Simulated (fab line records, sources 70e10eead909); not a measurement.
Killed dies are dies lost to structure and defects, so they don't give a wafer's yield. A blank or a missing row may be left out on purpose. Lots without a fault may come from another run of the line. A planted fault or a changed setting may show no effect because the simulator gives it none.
Chamber matching | flow nand_harc | NHARC_A_ZERO_WELL_ETCH_19 on rie_diel-06: 4 sister chambers
The step etches the open film in N2/H2, target depth 80 nm, overetch 24 nm, time 87.88 s. 23 wafers are shown with their chamber, then 11 later ones without.

WAFERS WITH THEIR CHAMBER
wafer  | chamber | rf_vpp_V (V) | oes_product_au (a.u.) | throttle_valve_pct (%)
L549.3 | 0       | 428.8        | 0.996                 | 14.178
L549.4 | 2       | 426.2        | 0.997                 | 14.166
L549.6 | 0       | 429.4        | 1.006                 | 14.177
L550.1 | 1       | 428.6        | 1.007                 | 14.164
L550.2 | 3       | 432.6        | 1.005                 | 14.161
L550.4 | 0       | 430.2        | 1.000                 | 14.180
L551.1 | 3       | 433.3        | 0.998                 | 14.183
L551.4 | 2       | 426.7        | 0.991                 | 14.170
L551.6 | 0       | 429.5        | 1.006                 | 14.170
L554.1 | 3       | 432.0        | 1.000                 | 14.167
L554.5 | 3       | 431.7        | 1.010                 | 14.164
L555.3 | 2       | 427.8        | 1.004                 | 14.168
L555.4 | 3       | 430.6        | 1.007                 | 14.190
L563.2 | 3       | 432.7        | 1.007                 | 14.193
L563.4 | 2       | 427.7        | 1.000                 | 14.180
L563.5 | 2       | 427.0        | 0.994                 | 14.175
L565.2 | 1       | 429.4        | 1.006                 | 14.186
L565.3 | 0       | 429.3        | 1.004                 | 14.175
L565.4 | 3       | 431.0        | 1.007                 | 14.171
L567.1 | 3       | 433.6        | 0.996                 | 14.166
L567.3 | 0       | 429.0        | 1.006                 | 14.170
L567.6 | 2       | 427.2        | 1.004                 | 14.160
L568.1 | 2       | 426.9        | 1.008                 | 14.159

SIGNATURES (means of the wafers above)
reading            | chamber 0 | chamber 1 | chamber 2 | chamber 3 | scatter within a chamber
rf_vpp_V           | 429.367   | 429.000   | 427.071   | 432.188   | 0.769
oes_product_au     | 1.00300   | 1.00650   | 0.99971   | 1.00375   | 0.00506
throttle_valve_pct | 14.17500  | 14.17500  | 14.16829  | 14.17437  | 0.00963
Rule: a wafer's distance from a chamber is the root of the sum, over the readings, of the square of ((its reading less the chamber's mean) divided by the reading's scatter). The wafer belongs to the nearest chamber; if the next one is less than 2 further off, it can't be placed. The scatter: the root of (the sum of the squares of (reading less its chamber's mean) over the shown wafers, divided by (wafers less chambers)).

WAFERS WITHOUT THEIR CHAMBER
wafer  | rf_vpp_V (V) | oes_product_au (a.u.) | throttle_valve_pct (%)
L568.4 | 430.9        | 1.010                 | 14.165
L568.6 | 427.8        | 1.012                 | 14.182
L569.1 | 432.8        | 1.005                 | 14.169
L569.2 | 427.6        | 0.989                 | 14.168
L569.4 | 427.2        | 0.997                 | 14.167
L570.1 | 431.7        | 1.006                 | 14.164
L570.3 | 428.2        | 1.003                 | 14.167
L570.5 | 429.8        | 1.001                 | 14.172
L571.2 | 428.0        | 1.002                 | 14.169
L571.5 | 426.6        | 0.995                 | 14.174
L571.6 | 431.7        | 0.999                 | 14.170

WHICH CHAMBER EACH WENT THROUGH
wafer  | from the rows above          | in truth
L568.4 | can't be placed: 3 or 0 or 1 | 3
L568.6 | can't be placed: 1 or 0 or 2 | 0
L569.1 | 3                            | 3
L569.2 | can't be placed: 2 or 0 or 1 | 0
L569.4 | 2                            | 2
L570.1 | can't be placed: 3 or 0      | 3
L570.3 | can't be placed: 1 or 2 or 0 | 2
L570.5 | can't be placed: 0 or 1      | 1
L571.2 | can't be placed: 2 or 1 or 0 | 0
L571.5 | 2                            | 2
L571.6 | can't be placed: 3 or 0      | 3
Placed correctly: 3 of 11. Can't be placed from these rows: 8 (the true chamber is among the candidates in 8). Placed wrongly: 0.
